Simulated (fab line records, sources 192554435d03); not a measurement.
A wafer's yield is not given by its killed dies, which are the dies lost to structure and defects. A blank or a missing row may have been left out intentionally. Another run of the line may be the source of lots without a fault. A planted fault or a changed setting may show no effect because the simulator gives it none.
Split-lot trial	flow n5Finfet	39 wafers read from 7 lots, route of 1938 steps

== ON THE SPLIT ==
At N5_SD_EPI_N_EPI_21 (deposits Si:P, time 690 s), the setting timeS was moved away from the recipe's 690 s on 15 of the 39 wafers read, by -54.9% to +53.9%. For the rest of the wafers, this setting stayed at what the recipe calls for.

== SPLIT TO READING: what lies between them in the file, 1 step ==
- N5_SD_EPI_N_EPI_MEAS_23

== THE READING ==
Si-P_of_SD_EPI_N_EPI_21.thkNm (the simulator's own value, which no gauge read), in nm, at N5_SD_EPI_N_PRECLEAN_24 (cleans in O3/DIW, time 60 s). The file gives no usual value for it. The 24 wafers here that ran the recipe average 58.7 nm, standard deviation 0.97 nm.

wafer	tool, chamber at the split	timeS as run, s	against the recipe	Si-P_of_SD_EPI_N_EPI_21.thkNm, nm	against lot-mates on the recipe
L074.1	epiRpcvd-01, 0	690	recipe	58.6	-
L074.2	epiRpcvd-01, 0	377.3	-45.3%	34.6	-24.4
L074.3	epiRpcvd-01, 0	377.3	-45.3%	35	-24.0
L074.4	epiRpcvd-01, 0	690	recipe	59.4	-
L074.5	epiRpcvd-01, 0	377.3	-45.3%	34.8	-24.2
L074.6	epiRpcvd-01, 0	690	recipe	59	-
L078.1	epiRpcvd-02, 0	690	recipe	58.4	-
L078.2	epiRpcvd-02, 0	690	recipe	58.2	-
L078.3	epiRpcvd-02, 0	311.3	-54.9%	28.6	-30.0
L078.5	epiRpcvd-02, 0	311.3	-54.9%	28.6	-30.0
L078.4	epiRpcvd-02, 0	690	recipe	59.2	-
L078.6	epiRpcvd-02, 0	311.3	-54.9%	28.4	-30.2
L080.1	epiRpcvd-02, 0	804.1	+16.5%	64.6	+6.6
L080.2	epiRpcvd-02, 0	690	recipe	58.2	-
L080.3	epiRpcvd-02, 0	690	recipe	58.2	-
L080.4	epiRpcvd-02, 0	690	recipe	57.6	-
L080.5	epiRpcvd-02, 0	804.1	+16.5%	65	+7.0
L080.6	epiRpcvd-02, 0	804.1	+16.5%	64	+6.0
L084.1	epiRpcvd-01, 0	1062	+53.9%	78.8	+21.1
L084.2	epiRpcvd-01, 0	690	recipe	57.2	-
L084.3	epiRpcvd-01, 0	690	recipe	58.2	-
L084.4	epiRpcvd-01, 0	1062	+53.9%	78.6	+20.9
L084.5	epiRpcvd-01, 0	1062	+53.9%	79.4	+21.7
L084.6	epiRpcvd-01, 0	690	recipe	57.6	-
L087.1	epiRpcvd-02, 0	690	recipe	59.6	-
L087.4	epiRpcvd-02, 0	690	recipe	59	-
L087.6	epiRpcvd-02, 0	690	recipe	58.6	-
L090.1	epiRpcvd-04, 0	358.3	-48.1%	32.4	-24.9
L090.2	epiRpcvd-04, 0	690	recipe	57.2	-
L090.4	epiRpcvd-04, 0	690	recipe	57.2	-
L090.3	epiRpcvd-04, 0	358.3	-48.1%	32.2	-25.1
L090.5	epiRpcvd-04, 0	358.3	-48.1%	32.2	-25.1
L090.6	epiRpcvd-04, 0	690	recipe	57.6	-
L094.1	epiRpcvd-01, 0	690	recipe	59.8	-
L094.2	epiRpcvd-01, 0	690	recipe	59.8	-
L094.3	epiRpcvd-01, 0	690	recipe	60	-
L094.6	epiRpcvd-01, 0	690	recipe	60	-
L094.4	epiRpcvd-01, 0	690	recipe	59.4	-
L094.5	epiRpcvd-01, 0	690	recipe	60.4	-

FIT RESULTS
A straight line over all 39 wafers: Si-P_of_SD_EPI_N_EPI_21.thkNm changes by +0.483 nm for each +1% of timeS; r = +0.99; the points scatter about the line by 2 nm.
The same after taking each lot's own level away (the mean of its wafers on the recipe; 39 wafers): +0.485 nm for each +1%; r = +0.99; scatter 1.6 nm.
The reading moves by 27 nm for the largest change in timeS, on that fit.
The span of the lots' own levels, 57.33 to 59.90 nm, comes to 2.7 times the standard deviation stated above.
The two slopes agree, so the slope changes little with the lot-to-lot level.
Check: -27.4 nm against its lot-mates is what the line predicts for one of the wafers moved furthest among these (-54.9%) when that wafer is left out of the fit. It came out at -30 nm against them.

== FURTHER SPLITS ON THESE WAFERS ==
Note: prior to the reading, these wafers also went through further splits. Each is held against what the fit with the lots' levels taken away leaves over:
other split on the same wafers	wafers away from the commonest value	r with Si-P_of_SD_EPI_N_EPI_21.thkNm (lot level and that fit taken away)
N5_DUMMY_GATE_PECVD_30 timeS	12	+0.34

== THE WHOLE CHAIN: every reading that the file lists as answering this split, in the file's order ==
step	what it does	reading	change (the file's fit)	r (the file's)
N5_SD_EPI_N_EPI_21	deposits Si:P, time 690 s	Si-P_of_SD_EPI_N_EPI_21.thkNm (the simulator's own value, which no gauge read)	+0.496 nm for each +1% of the setting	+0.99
N5_SD_EPI_N_EPI_MEAS_23		thkNm	withheld for each +1% of the setting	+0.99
N5_SD_EPI_N_PRECLEAN_24	cleans in O3/DIW, time 60 s	Si-P_of_SD_EPI_N_EPI_21.thkNm (the simulator's own value, which no gauge read)	+0.493 nm for each +1% of the setting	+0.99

== FILE'S OWN FIT ==
Si-P_of_SD_EPI_N_EPI_21.thkNm changes by +0.493 nm for each +1% of timeS, r = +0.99.
